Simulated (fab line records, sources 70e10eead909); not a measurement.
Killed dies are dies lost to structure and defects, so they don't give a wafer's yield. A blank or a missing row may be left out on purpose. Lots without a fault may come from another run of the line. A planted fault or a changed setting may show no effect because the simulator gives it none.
A struck lot beside a sound one | flow nand_harc | 14 steps out of a route of 1159
Sound: wafers L649.1, L649.2, L649.5. Struck: wafer L650.1. (L650.3, L650.6 of the same lot were not struck and are left out.) The cause comes at the end.
At each step with rows: each side's tool, then ch and its chambers, then its first start. Under that, the readings that differ: sound wafers | struck wafers | difference of the means | sigmas: that difference in standard deviations of wafers without a fault.
alike: readings whose means differ by less than 2 such deviations, and words and numbers that are the same on both sides. not compared: withheld readings, readings that some wafer has no value for, bounds like >300 that may hide the same value, and numbers for which the record gives no deviation and whose values overlap.
The two part at a step that has a row with sigmas, a row that says differs or no value, or rows on one side only. Numbers that don't overlap but have no deviation are shown without sigmas and don't part them. A reading that every wafer of one side lacks parts them only if that side has two wafers or more.

first, 8 steps without rows for these wafers: NHARC_A_STAIRCASE_HMDS_02 (time 30 s); NHARC_A_STAIRCASE_COAT_03; NHARC_A_STAIRCASE_SOFTBAKE_04 (time 170 s); NHARC_A_STAIRCASE_EBR_05; NHARC_A_STAIRCASE_EXPOSE_06 (exposes mask STAIR); NHARC_A_STAIRCASE_PEB_07 (peb time 130 s); NHARC_A_STAIRCASE_DEVELOP_08 (time 140 s); NHARC_A_STAIRCASE_HARDBAKE_10 (time 140 s).
NHARC_A_STAIRCASE_DESCUM_11: chemistry O2, time 3 s.
  sound on rie_diel-01 ch 0,2,3, day 11 06:17; struck on rie_diel-01 ch 2, day 11 22:04
  alike: drypump_motor_current_A, oes_product_au, rf_vpp_V, showerhead_plenum_p_Torr, throttle_valve_pct
  not compared: rf_hours_counter_h
NHARC_A_STAIRCASE_TRIM_12: chemistry O2, time 211.2 s.
  sound on rie_diel-01 ch 0,2, day 11 06:22; struck on rie_diel-01 ch 0, day 11 22:10
  alike: drypump_motor_current_A, oes_product_au, rf_vpp_V, run_length_s, showerhead_plenum_p_Torr, throttle_valve_pct
  not compared: rf_hours_counter_h
NHARC_A_STAIRCASE_ETCH_13: etches the open film in C4F8/O2, target depth 100 nm, time 40.5 s.
  sound on rie_diel-01 ch 0,3; struck on rie_diel-01 ch 2
  reading      | sound       | struck | difference | sigmas
  rf_vpp_V (V) | 901 901 900 | 886    | -15        | -3
  alike: bias_w, oes_product_au
  not compared: rf_hours_counter_h
NHARC_A_STAIRCASE_TRIM_14: chemistry O2, time 211.2 s.
  sound on rie_diel-01 ch 0,3, day 11 06:38; struck on rie_diel-01 ch 0, day 11 22:26
  reading          | sound             | struck | difference | sigmas
  run_length_s (s) | 232.4 232.7 232.5 | 306.7  | +74.2      | +99 or more
  alike: drypump_motor_current_A, oes_product_au, rf_vpp_V, showerhead_plenum_p_Torr, throttle_valve_pct
  not compared: rf_hours_counter_h
NHARC_A_STAIRCASE_ETCH_15: etches the open film in C4F8/O2, target depth 100 nm, time 40.5 s.
  sound on rie_diel-01 ch 0,2; struck on rie_diel-01 ch 2
  alike: bias_w, oes_product_au, rf_vpp_V
  not compared: rf_hours_counter_h
-- the record jumps here: 9 days lie between the struck wafers' starts before and after (it left off in module A_STAIRCASE and takes up again in module END, whose first step shown is number 1159 of the route) --
NHARC_END_SORT_01:
  the record has rows for the struck wafers here (prober-01 ch 0, day 20 18:05) and none for the sound ones

WHERE THEY PART
First at NHARC_A_STAIRCASE_ETCH_13; last, within this record, at NHARC_END_SORT_01.

WHY: what the simulator had put in
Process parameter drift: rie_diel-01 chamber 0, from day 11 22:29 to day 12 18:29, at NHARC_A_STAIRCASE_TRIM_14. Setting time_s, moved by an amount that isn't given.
